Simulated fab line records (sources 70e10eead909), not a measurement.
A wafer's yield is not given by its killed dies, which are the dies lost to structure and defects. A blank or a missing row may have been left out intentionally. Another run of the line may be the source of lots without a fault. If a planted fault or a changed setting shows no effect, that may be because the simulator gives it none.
fab line records	flow nandHarc
record: lots: 24	wafers: 72	lastDay: 25
route steps=1159 shown A_WL_FILL@839 A_CONTACT@843
lots that met no fault: from a run of the same line without faults
startH: the number of hours between the record's first day and the start of the first shown wafer of the lot	waitH: how many hours have passed since the lot's step before this one	" as in the row above	L1.1+2: one row covering several wafers at once	- no value, or no start given	* or withheld: withheld	< > ~ a bound
route shown NAME@n: NAME is a module with steps in the file, n the number in the route of the first one	usual: mean/standard deviation taken from wafers without a fault	same: alike in all rows	chamber/n: place in a boat	sites: readings site by site	_std_site: the values' standard deviation	_edge_site: the outer-site mean with the inner-site mean subtracted	radiusMm: how far each site lies from the wafer's centre	mask NAME#n: copy n	behind: the tool/chamber that last shaped the wafer	hold: why the lot went on hold/how many hours it stayed there/how the hold came to an end	device: the n, p or np transistor that did not switch	end of line: at the end of the route, the tests of the same wafers	a step without rows: its recipe alone	killed: the dies lost at the first sort to structure and to defects; this is not the yield of the wafer	map: dies across one wafer; x = killed, . = not, _ = none there
set.NAME: the setting the step ran with; set.NAME@STEP: the setting that earlier step ran with	model.NAME: the simulator's own value behind a step, which no gauge read
a sample of lots followed through the steps of the route, with each step as a table and each wafer as a row
services: the hour from which a tool's chamber was out of use, counted from the record's first day as startH (under 0 if before that day), plus the number of hours and why
== steps ==
step: NHARC_A_WL_FILL_INSPECT_15
usual: rawDefectCount: 420/140
lot.wafer	tool	chamber	startH	waitH	rawDefectCount
L074.1	defectInspect-02	-	357.48	0.0	511
L074.3	"	-	"	"	861
L074.6	"	-	"	"	465
L075.2	defectInspect-02	-	370.71	0.0	307
L075.3	"	-	"	"	225
L075.5	"	-	"	"	247
L077.3	defectInspect-01	-	377.48	0.1	548
L077.4	"	-	"	"	748
L077.6	"	-	"	"	362
L076.2	defectInspect-02	-	379.32	0.0	237
L076.4	"	-	"	"	275
L076.6	"	-	"	"	319
L079.2	defectInspect-02	-	396.00	0.0	568
L079.3	"	-	"	"	672
L079.4	"	-	"	"	957
L078.2	defectInspect-01	-	399.47	0.0	382
L078.4	"	-	"	"	344
L078.5	"	-	"	"	354
L080.2	defectInspect-01	-	407.55	0.0	293
L080.3	"	-	"	"	198
L080.5	"	-	"	"	299
L081.1	defectInspect-01	-	409.51	0.0	317
L081.3	"	-	"	"	427
L081.5	"	-	"	"	515
L082.1	defectInspect-01	-	422.93	0.0	299
L082.3	"	-	"	"	266
L082.5	"	-	"	"	374
L084.3	defectInspect-02	-	422.94	0.0	323
L084.4	"	-	"	"	451
L084.6	"	-	"	"	323
L083.1	defectInspect-02	-	445.15	0.0	342
L083.3	"	-	"	"	291
L083.6	"	-	"	"	305
L085.1	defectInspect-01	-	445.17	0.0	284
L085.2	"	-	"	"	427
L085.4	"	-	"	"	509
L086.1	defectInspect-02	-	449.43	0.0	351
L086.3	"	-	"	"	347
L086.6	"	-	"	"	364
L087.2	defectInspect-01	-	449.45	0.0	452
L087.3	"	-	"	"	428
L087.5	"	-	"	"	463
L092.1	defectInspect-01	-	454.45	0.0	396
L092.3	"	-	"	"	374
L092.4	"	-	"	"	427
L090.2	defectInspect-01	-	454.52	0.1	347
L090.5	"	-	"	"	365
L090.6	"	-	"	"	413
L089.1	defectInspect-02	-	458.61	0.0	509
L089.3	"	-	"	"	374
L089.6	"	-	"	"	538
L088.2	defectInspect-01	-	458.76	0.0	308
L088.4	"	-	"	"	466
L088.5	"	-	"	"	264
L091.1	defectInspect-02	-	467.25	0.0	803
L091.3	"	-	"	"	346
L091.6	"	-	"	"	908
L093.1	defectInspect-01	-	485.51	0.0	424
L093.5	"	-	"	"	402
L093.6	"	-	"	"	374
L094.1	defectInspect-01	-	489.78	0.0	372
L094.2	"	-	"	"	469
L094.4	"	-	"	"	319
L095.1	defectInspect-02	-	494.02	0.0	658
L095.3	"	-	"	"	448
L095.4	"	-	"	"	422
L097.2	defectInspect-02	-	499.45	0.0	592
L097.4	"	-	"	"	482
L097.5	"	-	"	"	547
L096.2	defectInspect-01	-	505.16	0.0	452
L096.5	"	-	"	"	491
L096.6	"	-	"	"	596
step: NHARC_A_CONTACT_DEP_29
recipe: targetThkA: 700	targetThkNm: 70	tempC: 400	pressureTorr: 3.5	flowSccm: 200	rfW: 350	material: SiON
usual: chamberPressureTorr: 3.500/0.0076	heaterPowerW: 781/77
lot.wafer	tool	chamber	startH	waitH	chamberPressureTorr	heaterPowerW
L074.1	pecvd-02	1	365.69	2.0	3.499	833
L074.3	"	0	"	"	3.508	731
L074.6	"	1	"	"	3.488	858
L075.2	pecvd-02	2	373.59	1.5	3.495	637
L075.3	"	1	"	"	3.501	736
L075.5	"	2	"	"	3.510	667
L077.3	pecvd-02	2	382.27	1.2	3.495	638
L077.4	"	0	"	"	3.497	785
L077.6	"	2	"	"	3.505	654
L076.2	pecvd-03	0	384.03	1.5	3.507	775
L076.4	"	1	"	"	3.498	779
L076.6	"	2	"	"	3.493	780
L079.3	pecvd-02	2	399.47	1.4	3.505	668
L079.2	"	0	"	"	3.489	776
L079.4	"	2	"	"	3.510	658
L078.2	pecvd-02	1	405.51	1.5	3.501	715
L078.5	"	2	"	"	3.492	668
L078.4	"	0	"	"	3.502	756
L080.3	pecvd-01	1	410.46	1.1	3.498	699
L080.2	"	2	"	"	3.510	755
L080.5	"	1	"	"	3.499	729
L081.1	pecvd-01	1	416.39	1.9	3.507	691
L081.3	"	0	"	"	3.508	789
L081.5	"	1	"	"	3.495	702
L082.1	pecvd-02	0	425.84	1.9	3.503	841
L082.3	"	2	"	"	3.505	724
L082.5	"	0	"	"	3.499	829
L084.3	pecvd-02	2	426.23	1.2	3.498	723
L084.4	"	1	"	"	3.492	828
L084.6	"	0	"	"	3.508	831
L083.3	pecvd-03	1	448.06	1.1	3.499	741
L083.1	"	2	"	"	3.493	768
L083.6	"	2	"	"	3.506	769
L085.2	pecvd-01	1	448.18	1.6	3.502	727
L085.1	"	0	"	"	3.493	953
L085.4	"	2	"	"	3.486	828
L086.3	pecvd-01	1	452.43	1.2	3.510	731
L086.1	"	0	"	"	3.492	962
L086.6	"	0	"	"	3.486	947
L087.2	pecvd-03	1	452.60	1.5	3.515	704
L087.3	"	2	"	"	3.495	861
L087.5	"	1	"	"	3.504	714
L092.3	pecvd-01	0	457.32	1.1	3.487	916
L092.1	"	1	"	"	3.498	626
L092.4	"	2	"	"	3.490	847
L090.2	pecvd-03	2	457.47	1.5	3.502	763
L090.6	"	0	"	"	3.497	868
L090.5	"	2	"	"	3.500	770
L089.3	pecvd-01	0	463.33	1.1	3.500	827
L089.1	"	1	"	"	3.496	761
L089.6	"	2	"	"	3.504	724
L088.2	pecvd-02	2	463.61	1.6	3.485	723
L088.4	"	1	"	"	3.504	717
L088.5	"	2	"	"	3.506	715
L091.3	pecvd-01	2	472.90	1.1	3.498	844
L091.1	"	0	"	"	3.513	1000
L091.6	"	1	"	"	3.502	759
L093.1	pecvd-01	1	489.14	1.9	3.500	737
L093.6	"	0	"	"	3.499	865
L093.5	"	2	"	"	3.503	819
L094.1	pecvd-01	1	492.70	1.9	3.511	722
L094.2	"	2	"	"	3.504	846
L094.4	"	1	"	"	3.497	714
L095.3	pecvd-02	0	496.90	1.1	3.495	807
L095.1	"	2	"	"	3.489	708
L095.4	"	2	"	"	3.495	712
L097.2	pecvd-02	0	502.37	1.5	3.506	750
L097.4	"	1	"	"	3.501	726
L097.5	"	2	"	"	3.488	739
L096.2	pecvd-03	1	508.70	1.5	3.500	725
L096.6	"	1	"	"	3.501	704
L096.5	"	0	"	"	3.500	772
step: NHARC_A_CONTACT_ETCH_117
recipe: sourceW: withheld	pressureMtorr: 20	biasV: 3000	timeS: 94	targetDepthA: 9220	arFlowSccm: withheld	c4f8FlowSccm: withheld	o2FlowSccm: withheld	chemistry: C4F8/O2/Ar
usual: chamberPressureMTorr: 20.000/0.019
lot.wafer	tool	chamber	startH	waitH	chamberPressureMTorr	rfHoursCounterH
L074.1	harCapEtch-01	0	368.63	0.1	19.987	53
L074.3	"	0	"	"	19.988	-
L074.6	"	1	"	"	20.001	-
L075.2	harCapEtch-01	1	376.43	0.1	19.986	54
L075.3	"	1	"	"	19.996	-
L075.5	"	0	"	"	19.992	-
L077.4	harCapEtch-03	1	385.80	0.1	19.990	-
L077.3	"	0	"	"	20.001	-
L077.6	"	1	"	"	20.023	-
L076.2	harCapEtch-02	1	386.96	0.1	20.019	12
L076.4	"	1	"	"	20.002	-
L076.6	"	1	"	"	20.022	-
L079.2	harCapEtch-01	1	402.39	0.1	20.020	58
L079.3	"	0	"	"	19.996	-
L079.4	"	1	"	"	19.997	-
L078.2	harCapEtch-03	1	409.10	0.1	19.981	88
L078.4	"	1	"	"	19.995	-
L078.5	"	1	"	"	20.001	-
L080.2	harCapEtch-01	0	413.53	0.1	19.977	60
L080.3	"	1	"	"	19.990	-
L080.5	"	0	"	"	19.987	-
L081.1	harCapEtch-02	0	419.09	0.1	20.000	17
L081.3	"	1	"	"	19.994	-
L081.5	"	0	"	"	20.014	-
L082.1	harCapEtch-03	0	428.83	0.1	20.011	92
L082.3	"	0	"	"	20.009	-
L082.5	"	1	"	"	19.993	-
L084.4	harCapEtch-02	0	429.34	0.1	19.980	-
L084.3	"	1	"	"	19.992	-
L084.6	"	0	"	"	19.999	-
L085.1	harCapEtch-03	1	451.04	0.1	19.987	95
L085.2	"	0	"	"	20.012	95
L085.4	"	0	"	"	19.994	-
L083.1	harCapEtch-01	1	451.19	0.1	20.013	65
L083.3	"	0	"	"	20.000	-
L083.6	"	1	"	"	20.004	-
L086.1	harCapEtch-02	0	455.15	0.1	19.972	22
L086.3	"	1	"	"	20.004	-
L086.6	"	1	"	"	19.994	-
L087.2	harCapEtch-03	0	455.49	0.1	19.990	96
L087.3	"	1	"	"	19.983	-
L087.5	"	0	"	"	19.962	-
L092.1	harCapEtch-03	1	460.15	0.1	20.007	97
L092.3	"	0	"	"	19.953	-
L092.4	"	1	"	"	20.015	-
L090.2	harCapEtch-01	1	460.37	0.1	19.974	68
L090.6	"	1	"	"	20.044	-
L090.5	"	0	"	"	20.008	-
L089.1	harCapEtch-01	0	466.07	0.1	20.007	69
L089.3	"	1	"	"	20.033	-
L089.6	"	0	"	"	20.016	-
L088.2	harCapEtch-02	0	466.45	0.1	20.005	26
L088.4	"	1	"	"	19.964	-
L088.5	"	0	"	"	19.984	-
L091.1	harCapEtch-03	0	476.22	0.1	19.981	102
L091.3	"	0	"	"	20.012	-
L091.6	"	1	"	"	20.017	-
L093.1	harCapEtch-01	1	492.58	0.1	19.979	75
L093.5	"	0	"	"	19.999	-
L093.6	"	1	"	"	20.015	-
L094.2	harCapEtch-03	1	495.59	0.1	20.000	104
L094.1	"	0	"	"	20.033	104
L094.4	"	0	"	"	20.023	-
L095.1	harCapEtch-02	1	499.88	0.1	19.995	32
L095.3	"	0	"	"	19.994	-
L095.4	"	1	"	"	20.003	-
L097.2	harCapEtch-02	1	505.36	0.1	20.004	33
L097.4	"	1	"	"	19.977	-
L097.5	"	0	"	"	20.023	-
L096.2	harCapEtch-03	1	511.52	0.1	19.983	108
L096.5	"	1	"	"	19.972	-
L096.6	"	0	"	"	20.006	-
step: NHARC_A_CONTACT_ETCH_119
recipe: sourceW: withheld	pressureMtorr: 20	biasV: 3000	timeS: 94	targetDepthA: 9220	arFlowSccm: withheld	c4f8FlowSccm: withheld	o2FlowSccm: withheld	chemistry: C4F8/O2/Ar
usual: chamberPressureMTorr: 20.002/0.018
lot.wafer	tool	chamber	startH	waitH	chamberPressureMTorr	rfHoursCounterH
L074.1	harCapEtch-01	0	368.82	0.1	19.970	53
L074.3	"	0	"	"	19.999	-
L074.6	"	1	"	"	20.029	-
L075.2	harCapEtch-01	1	376.61	0.1	20.015	54
L075.3	"	1	"	"	19.989	-
L075.5	"	0	"	"	20.001	-
L077.4	harCapEtch-03	1	385.98	0.1	19.996	-
L077.3	"	0	"	"	20.010	-
L077.6	"	1	"	"	19.983	-
L076.2	harCapEtch-02	1	387.14	0.1	20.049	12
L076.4	"	1	"	"	20.013	-
L076.6	"	1	"	"	20.011	-
L079.2	harCapEtch-01	1	402.57	0.1	19.999	59
L079.3	"	0	"	"	19.994	-
L079.4	"	1	"	"	19.995	-
L078.2	harCapEtch-03	1	409.28	0.1	19.982	88
L078.4	"	1	"	"	20.009	-
L078.5	"	1	"	"	19.992	-
L080.2	harCapEtch-01	0	413.71	0.1	20.018	60
L080.3	"	1	"	"	19.984	-
L080.5	"	0	"	"	20.016	-
L081.1	harCapEtch-02	0	419.27	0.1	19.985	17
L081.3	"	1	"	"	20.008	-
L081.5	"	0	"	"	20.014	-
L082.1	harCapEtch-03	0	429.01	0.1	20.015	92
L082.3	"	0	"	"	19.998	-
L082.5	"	1	"	"	20.014	-
L084.4	harCapEtch-02	0	429.52	0.1	20.000	-
L084.3	"	1	"	"	19.983	-
L084.6	"	0	"	"	19.990	-
L085.1	harCapEtch-03	1	451.22	0.1	20.024	95
L085.2	"	0	"	"	20.023	95
L085.4	"	0	"	"	20.012	-
L083.1	harCapEtch-01	1	451.43	0.1	20.014	65
L083.3	"	0	"	"	20.023	-
L083.6	"	1	"	"	19.986	-
L086.1	harCapEtch-02	0	455.33	0.1	20.017	22
L086.3	"	1	"	"	19.990	-
L086.6	"	1	"	"	20.011	-
L087.2	harCapEtch-03	0	455.67	0.1	19.989	96
L087.3	"	1	"	"	19.982	-
L087.5	"	0	"	"	19.989	-
L092.1	harCapEtch-03	1	460.33	0.1	20.038	97
L092.3	"	0	"	"	20.000	-
L092.4	"	1	"	"	19.991	-
L090.2	harCapEtch-01	1	460.55	0.1	19.985	68
L090.6	"	1	"	"	19.976	-
L090.5	"	0	"	"	19.989	-
L089.1	harCapEtch-01	0	466.25	0.1	19.999	69
L089.3	"	1	"	"	19.984	-
L089.6	"	0	"	"	20.000	-
L088.2	harCapEtch-02	0	466.63	0.1	19.987	26
L088.4	"	1	"	"	20.000	-
L088.5	"	0	"	"	19.997	-
L091.1	harCapEtch-03	0	476.46	0.1	20.007	102
L091.3	"	0	"	"	20.038	-
L091.6	"	1	"	"	20.048	-
L093.1	harCapEtch-01	1	492.82	0.1	20.019	75
L093.5	"	0	"	"	20.045	-
L093.6	"	1	"	"	19.989	-
L094.2	harCapEtch-03	1	495.83	0.1	19.999	105
L094.1	"	0	"	"	20.024	105
L094.4	"	0	"	"	19.996	-
L095.1	harCapEtch-02	1	500.12	0.1	19.991	32
L095.3	"	0	"	"	19.976	-
L095.4	"	1	"	"	20.025	-
L097.2	harCapEtch-02	1	505.60	0.1	19.983	33
L097.4	"	1	"	"	20.014	-
L097.5	"	0	"	"	19.998	-
L096.2	harCapEtch-03	1	511.70	0.1	19.992	108
L096.5	"	1	"	"	20.013	-
L096.6	"	0	"	"	19.985	-
step: NHARC_A_CONTACT_ETCH_121
recipe: sourceW: withheld	pressureMtorr: 20	biasV: 3000	timeS: 94	targetDepthA: 9220	arFlowSccm: withheld	c4f8FlowSccm: withheld	o2FlowSccm: withheld	chemistry: C4F8/O2/Ar
usual: chamberPressureMTorr: 19.999/0.019
lot.wafer	tool	chamber	startH	waitH	chamberPressureMTorr	rfHoursCounterH
L074.1	harCapEtch-01	0	369.00	0.1	20.008	53
L074.3	"	0	"	"	20.023	-
L074.6	"	1	"	"	19.993	-
L075.2	harCapEtch-01	1	376.79	0.1	20.021	54
L075.3	"	1	"	"	20.017	-
L075.5	"	0	"	"	20.006	-
L077.4	harCapEtch-03	1	386.17	0.1	20.014	-
L077.3	"	0	"	"	20.007	-
L077.6	"	1	"	"	20.013	-
L076.2	harCapEtch-02	1	387.33	0.1	19.985	12
L076.4	"	1	"	"	20.004	-
L076.6	"	1	"	"	20.002	-
L079.2	harCapEtch-01	1	402.76	0.1	19.995	59
L079.3	"	0	"	"	19.976	-
L079.4	"	1	"	"	20.000	-
L078.2	harCapEtch-03	1	409.46	0.1	19.980	89
L078.4	"	1	"	"	20.004	-
L078.5	"	1	"	"	20.005	-
L080.2	harCapEtch-01	0	413.89	0.1	19.980	60
L080.3	"	1	"	"	20.011	-
L080.5	"	0	"	"	19.982	-
L081.1	harCapEtch-02	0	419.46	0.1	19.988	17
L081.3	"	1	"	"	20.008	-
L081.5	"	0	"	"	20.021	-
L082.1	harCapEtch-03	0	429.20	0.1	19.961	93
L082.3	"	0	"	"	19.988	-
L082.5	"	1	"	"	20.005	-
L084.4	harCapEtch-02	0	429.70	0.1	20.003	-
L084.3	"	1	"	"	20.010	-
L084.6	"	0	"	"	19.988	-
L085.1	harCapEtch-03	1	451.40	0.1	19.992	95
L085.2	"	0	"	"	20.022	95
L085.4	"	0	"	"	19.990	-
L083.1	harCapEtch-01	1	451.61	0.1	19.994	65
L083.3	"	0	"	"	20.008	-
L083.6	"	1	"	"	20.010	-
L086.1	harCapEtch-02	0	455.51	0.1	19.978	22
L086.3	"	1	"	"	19.986	-
L086.6	"	1	"	"	20.039	-
L087.2	harCapEtch-03	0	455.85	0.1	19.991	96
L087.3	"	1	"	"	19.957	-
L087.5	"	0	"	"	20.041	-
L092.1	harCapEtch-03	1	460.52	0.1	19.989	98
L092.3	"	0	"	"	20.021	-
L092.4	"	1	"	"	19.999	-
L090.2	harCapEtch-01	1	460.73	0.1	19.985	68
L090.6	"	1	"	"	19.971	-
L090.5	"	0	"	"	20.033	-
L089.1	harCapEtch-01	0	466.43	0.1	20.029	69
L089.3	"	1	"	"	20.015	-
L089.6	"	0	"	"	20.023	-
L088.2	harCapEtch-02	0	466.82	0.1	19.967	26
L088.4	"	1	"	"	20.005	-
L088.5	"	0	"	"	20.011	-
L091.1	harCapEtch-03	0	476.71	0.1	19.951	102
L091.3	"	0	"	"	19.969	-
L091.6	"	1	"	"	20.029	-
L093.1	harCapEtch-01	1	493.07	0.1	20.008	75
L093.5	"	0	"	"	20.002	-
L093.6	"	1	"	"	20.000	-
L094.2	harCapEtch-03	1	496.07	0.1	19.979	105
L094.1	"	0	"	"	20.017	105
L094.4	"	0	"	"	20.021	-
L095.1	harCapEtch-02	1	500.36	0.1	19.997	32
L095.3	"	0	"	"	19.992	-
L095.4	"	1	"	"	19.975	-
L097.2	harCapEtch-02	1	505.84	0.1	19.983	33
L097.4	"	1	"	"	20.018	-
L097.5	"	0	"	"	19.983	-
L096.2	harCapEtch-03	1	511.88	0.1	19.999	108
L096.5	"	1	"	"	19.983	-
L096.6	"	0	"	"	19.990	-
step: NHARC_A_CONTACT_STRIP_55
recipe: o2FlowSccm: 500	arFlowSccm: 0	biasW: 0	chemistry: O2
usual: chamberPressureMTorr: 60.00/0.057	drypumpMotorCurrentA: 5.9/0.46	o2FlowSccm: 500.0/1.6	oesProductAu: 0.998/0.016	rfVppV: 57.8/0.89	showerheadPlenumPTorr: 3.58/0.13	throttleValvePct: 17.035/0.0095
lot.wafer	tool	chamber	startH	waitH	chamberPressureMTorr	drypumpMotorCurrentA	o2FlowSccm	oesProductAu	rfHoursCounterH	rfVppV	showerheadPlenumPTorr	throttleValvePct
L074.1	rieDiel-10	2	-	-	60.01	6.6	499.8	0.993	2	57.3	3.77	17.029
L074.3	"	0	"	"	60.07	6.1	497.5	1.003	2	57.7	3.47	17.029
L074.6	"	3	"	"	59.95	5.0	500.2	0.987	-	58.9	3.77	17.032
L075.2	rieDiel-07	0	-	-	60.07	6.4	500.5	0.976	24	57.4	3.66	17.047
L075.3	"	1	"	"	60.13	6.2	498.0	1.006	24	55.7	3.46	17.031
L075.5	"	0	"	"	60.07	6.3	498.5	0.978	-	56.1	3.66	17.040
L077.3	rieDiel-10	2	-	-	60.08	6.6	498.2	1.005	10	57.6	3.76	17.038
L077.4	"	0	"	"	60.04	6.1	501.2	1.007	9	57.8	3.47	17.015
L077.6	"	2	"	"	60.00	6.6	496.2	1.010	-	57.7	3.77	17.037
L076.4	rieDiel-07	2	-	-	60.02	5.5	500.0	0.982	28	56.9	3.33	17.040
L076.2	"	3	"	"	59.95	6.0	501.1	0.965	28	57.1	3.55	17.026
L076.6	"	1	"	"	59.83	6.2	499.5	1.000	-	56.4	3.46	17.030
L079.3	rieDiel-07	1	-	-	60.00	6.2	502.4	1.008	30	56.3	3.45	17.034
L079.2	"	2	"	"	59.98	5.5	496.3	0.988	30	56.6	3.33	17.027
L079.4	"	3	"	"	59.96	6.0	501.4	0.977	31	57.0	3.54	17.045
L078.2	rieDiel-09	0	-	-	60.03	5.9	500.8	0.980	53	58.5	3.58	17.030
L078.4	"	1	"	"	60.03	5.8	499.5	0.987	55	58.0	3.53	17.051
L078.5	"	0	"	"	59.91	5.9	500.6	0.979	-	56.8	3.58	17.033
L080.2	rieDiel-07	0	-	-	59.89	6.3	500.2	0.989	0	58.0	3.66	17.045
L080.3	"	3	"	"	59.93	6.0	501.2	0.996	0	56.3	3.54	17.009
L080.5	"	0	"	"	59.98	6.3	499.4	0.985	-	57.1	3.66	17.033
L081.1	rieDiel-09	2	-	-	60.00	5.8	502.4	0.989	56	57.1	3.74	17.030
L081.3	"	1	"	"	60.05	5.8	497.2	0.986	56	58.0	3.53	17.040
L081.5	"	3	"	"	60.00	5.1	500.1	1.017	-	57.7	3.68	17.033
L082.1	rieDiel-09	3	-	-	59.90	5.1	500.4	1.010	59	59.1	3.67	17.035
L082.3	"	0	"	"	60.01	5.9	500.7	0.978	59	57.0	3.58	17.046
L082.5	"	2	"	"	59.96	5.8	499.7	1.013	-	58.5	3.74	17.048
L084.4	rieDiel-10	2	-	-	59.95	6.6	502.5	0.987	23	59.7	3.76	17.032
L084.3	"	0	"	"	59.95	6.1	501.2	1.009	25	56.3	3.46	17.050
L084.6	"	1	"	"	60.03	5.8	500.8	1.021	-	58.6	3.54	17.032
L085.2	rieDiel-07	1	-	-	59.98	6.2	498.1	1.020	6	58.5	3.45	17.046
L085.4	"	2	"	"	60.04	5.5	498.5	1.026	6	56.4	3.33	17.036
L085.1	"	3	"	"	60.03	6.0	500.6	1.010	6	57.9	3.54	17.018
L083.1	rieDiel-10	0	-	-	59.96	6.1	498.9	1.002	35	57.8	3.46	17.025
L083.3	"	2	"	"	60.05	6.6	499.1	1.007	31	58.0	3.75	17.044
L083.6	"	3	"	"	59.92	5.0	500.2	0.990	-	58.7	3.75	17.041
L086.3	rieDiel-10	3	-	-	59.99	5.0	500.1	0.986	35	58.7	3.75	17.045
L086.1	"	2	"	"	60.04	6.6	502.6	1.007	33	56.3	3.75	17.032
L086.6	"	3	"	"	59.99	5.0	498.2	0.983	-	58.5	3.75	17.033
L087.3	rieDiel-09	2	-	-	60.05	5.8	499.6	0.979	6	57.5	3.74	17.032
L087.2	"	0	"	"	59.96	5.9	500.8	0.993	5	58.3	3.58	17.035
L087.5	"	3	"	"	60.04	5.1	499.5	1.020	-	58.8	3.67	17.033
L092.3	rieDiel-10	2	-	-	60.09	6.6	498.8	1.005	35	58.4	3.75	17.048
L092.1	"	1	"	"	59.97	5.8	499.6	1.013	36	57.6	3.54	17.040
L092.4	"	0	"	"	59.96	6.1	498.7	0.999	-	58.3	3.45	17.032
L090.2	rieDiel-07	1	-	-	60.00	6.2	499.5	1.019	8	58.3	3.45	17.046
L090.5	"	3	"	"	59.98	6.0	501.8	0.994	-	58.3	3.54	17.026
L090.6	"	0	"	"	60.00	6.4	497.7	0.989	-	58.0	3.66	17.029
L089.3	rieDiel-09	1	-	-	60.03	5.8	500.6	0.980	10	58.1	3.53	17.022
L089.1	"	2	"	"	59.91	5.8	501.2	0.982	10	58.5	3.73	17.042
L089.6	"	1	"	"	59.95	5.8	501.4	0.976	-	57.5	3.53	17.028
L088.2	rieDiel-07	3	-	-	60.02	6.0	500.9	1.000	11	58.9	3.54	17.045
L088.4	"	0	"	"	60.04	6.3	497.3	0.981	10	58.0	3.66	17.039
L088.5	"	1	"	"	59.84	6.2	502.1	0.997	-	57.3	3.45	17.040
L091.3	rieDiel-07	3	-	-	59.92	6.0	501.8	0.999	14	58.3	3.54	17.031
L091.1	"	2	"	"	60.00	5.5	501.6	1.024	13	57.1	3.32	17.025
L091.6	"	2	"	"	60.00	5.5	502.6	1.017	-	58.7	3.32	17.035
L093.1	rieDiel-10	1	-	-	60.06	5.8	499.5	0.991	42	58.7	3.53	17.049
L093.5	"	2	"	"	59.99	6.7	501.0	1.002	-	58.6	3.74	17.037
L093.6	"	3	"	"	60.06	5.0	500.0	0.976	-	58.4	3.74	17.040
L094.1	rieDiel-09	0	-	-	59.95	6.0	498.4	0.987	19	57.9	3.57	17.031
L094.4	"	2	"	"	59.96	5.8	499.1	0.979	21	56.9	3.73	17.049
L094.2	"	3	"	"	59.98	5.1	502.3	1.013	19	58.6	3.66	17.034
L095.1	rieDiel-09	0	-	-	59.97	5.9	497.3	0.999	21	59.2	3.57	17.043
L095.3	"	2	"	"	59.98	5.8	497.9	0.983	23	59.2	3.73	17.041
L095.4	"	3	"	"	59.98	5.1	498.6	1.019	21	57.5	3.66	17.049
L097.4	rieDiel-07	1	-	-	59.98	6.2	502.8	1.006	17	57.8	3.45	17.020
L097.2	"	2	"	"	59.98	5.5	500.8	1.027	18	56.9	3.32	17.038
L097.5	"	0	"	"	60.07	6.3	500.8	0.984	-	57.7	3.65	17.030
L096.2	rieDiel-10	2	-	-	60.01	6.6	500.6	1.003	59	57.5	3.74	17.042
L096.5	"	2	"	"	59.91	6.6	499.2	1.008	-	57.6	3.74	17.036
L096.6	"	3	"	"	60.00	5.0	499.4	0.978	-	58.8	3.74	17.045
== services ==
tool	chamber	startH	hours	kind
pecvd-02	0	347.00	-	clean
pecvd-02	1	347.00	-	clean
pecvd-02	2	347.00	-	clean
rieDiel-10	-	353.66	9.0	pm
rieDiel-07	0	359.87	-	clean
rieDiel-07	1	359.87	-	clean
rieDiel-07	2	359.87	-	clean
rieDiel-07	3	359.87	-	clean
harCapEtch-03	-	367.85	0.5	repair
rieDiel-07	0	384.37	-	clean
rieDiel-07	0	399.53	2.7	repair
pecvd-03	0	404.05	22.6	repair
rieDiel-07	-	405.22	9.0	pm
pecvd-01	-	418.14	13.0	pm
rieDiel-09	-	431.35	9.0	pm
rieDiel-07	1	431.74	1.5	repair
pecvd-02	-	435.24	22.6	repair
rieDiel-10	3	460.06	4.1	repair
pecvd-03	1	460.76	18.1	repair
pecvd-03	-	473.09	13.0	pm
rieDiel-10	3	479.12	10.5	repair
pecvd-01	-	482.25	5.7	repair
rieDiel-10	0	485.28	9.0	repair
pecvd-03	-	504.33	0.4	repair
== key ==
fault none
